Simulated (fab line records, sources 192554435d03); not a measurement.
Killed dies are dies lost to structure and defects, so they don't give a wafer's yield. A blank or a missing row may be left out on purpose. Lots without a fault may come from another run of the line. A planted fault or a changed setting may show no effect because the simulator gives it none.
Split-lot experiment | flow n5_finfet | 7 lots, 21 wafers read, on a route of 1938 steps

THE SPLIT
At N5_BEOL_M0_SAQP_COAT_87 (time 60 s, resist thk 5 nm), the setting spin_rpm was moved away from the recipe's 1500 rpm on 6 of the 21 wafers read, by -9.1% to +10.5%. The other wafers ran this setting at the recipe's value.

FROM THE SPLIT TO THE READING: what the file shows between them, 3 steps
- N5_BEOL_M0_SAQP_COAT_34: resist thk 30 nm
- N5_BEOL_M0_SAQP_EBR_36
- N5_BEOL_M0_SAQP_DESCUM_45: chemistry O2, time 7 s

THE READING
etch.depth_nm (the simulator's own value, which no gauge read), in nm, at N5_BEOL_M0_SAQP_ETCH_88 (etches underlayer in N2/H2, target depth 6.5 nm, time 5.2 s). The file gives no usual value for it. The 15 wafers here that ran the recipe average 5.016 nm, standard deviation 0.0095 nm.

wafer  | tool, chamber at the split | spin_rpm as run, rpm | against the recipe | etch.depth_nm, nm | against lot-mates on the recipe
L074.2 | litho_track-04, 0          | 1500                 | recipe             | 4.997             | -
L074.3 | litho_track-04, 0          | 1500                 | recipe             | 5.016             | -
L074.4 | litho_track-04, 0          | 1500                 | recipe             | 5.01              | -
L077.3 | litho_track-01, 0          | 1500                 | recipe             | 5.025             | -
L077.4 | litho_track-01, 0          | 1426                 | -4.9%              | 5.136             | +0.111
L077.6 | litho_track-01, 0          | 1426                 | -4.9%              | 5.134             | +0.109
L080.1 | litho_track-04, 0          | 1500                 | recipe             | 5.001             | -
L080.3 | litho_track-04, 0          | 1658                 | +10.5%             | 4.776             | -0.232
L080.5 | litho_track-04, 0          | 1500                 | recipe             | 5.014             | -
L082.1 | litho_track-01, 0          | 1559                 | +3.9%              | 4.915             | -0.107
L082.2 | litho_track-01, 0          | 1500                 | recipe             | 5.015             | -
L082.3 | litho_track-01, 0          | 1500                 | recipe             | 5.03              | -
L087.2 | litho_track-05, 0          | 1500                 | recipe             | 5.008             | -
L087.5 | litho_track-05, 0          | 1364                 | -9.1%              | 5.246             | +0.234
L087.6 | litho_track-05, 0          | 1500                 | recipe             | 5.017             | -
L095.2 | litho_track-05, 0          | 1500                 | recipe             | 5.01              | -
L095.4 | litho_track-05, 0          | 1500                 | recipe             | 5.012             | -
L095.5 | litho_track-05, 0          | 1600                 | +6.7%              | 4.847             | -0.164
L096.2 | litho_track-01, 0          | 1500                 | recipe             | 5.021             | -
L096.4 | litho_track-01, 0          | 1500                 | recipe             | 5.029             | -
L096.6 | litho_track-01, 0          | 1500                 | recipe             | 5.028             | -

THE FIT
A straight line over all 21 wafers: etch.depth_nm changes by -0.0242 nm for each +1% of spin_rpm; r = -0.99; the points scatter about the line by 0.0097 nm.
The same after taking each lot's own level away (the mean of its wafers on the recipe; 21 wafers): -0.0237 nm for each +1%; r = -1.00; scatter 0.0088 nm.
On that fit, the largest move of spin_rpm shifts the reading by 0.25 nm.
The lots' own levels span 5.0075 to 5.0260 nm, that is 1.9 times the standard deviation above.
So the lot-to-lot level changes the slope little: the two slopes agree.
Check: with one of the wafers moved furthest among these (+10.5%) left out of the fit, the line predicts -0.262 nm for it against its lot-mates. It came out at -0.232 nm against them.

OTHER SPLITS ON THESE WAFERS
These wafers also went through other splits before the reading. Each is held against what the fit with the lots' levels taken away leaves over:
other split on the same wafers          | wafers away from the commonest value | r with etch.depth_nm (lot level and that fit taken away)
N5_SD_EPI_N_DEVELOP_08 develop_time_s   | 8                                    | -0.03
N5_ILD0_CMP_03 down_force_psi           | 9                                    | -0.01
N5_ILD0_ALD_15 ald_cycles               | 9                                    | -0.01
N5_HKMG_FIN_EXPOSE_09 dose_mj           | 5                                    | -0.13
N5_HKMG_FIN_DEVELOP_11 develop_time_s   | 6                                    | +0.26
N5_HKMG_FIN_COAT_66 spin_rpm            | 4                                    | +0.02
N5_MOL_CONTACT_COAG_ETCH_105 bias_w     | 5                                    | -0.12
N5_MOL_CONTACT_COAG_ETCH_15 source_w    | 8                                    | -0.08
N5_MOL_CONTACT_COAG_VIA_ETCH_46 bias_w  | 4                                    | -0.06
N5_BEOL_M0_SAQP_ETCH_106 target_depth_a | 7                                    | -0.29

THE FILE'S OWN FIT
etch.depth_nm changes by -0.0238 nm for each +1% of spin_rpm, r = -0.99.
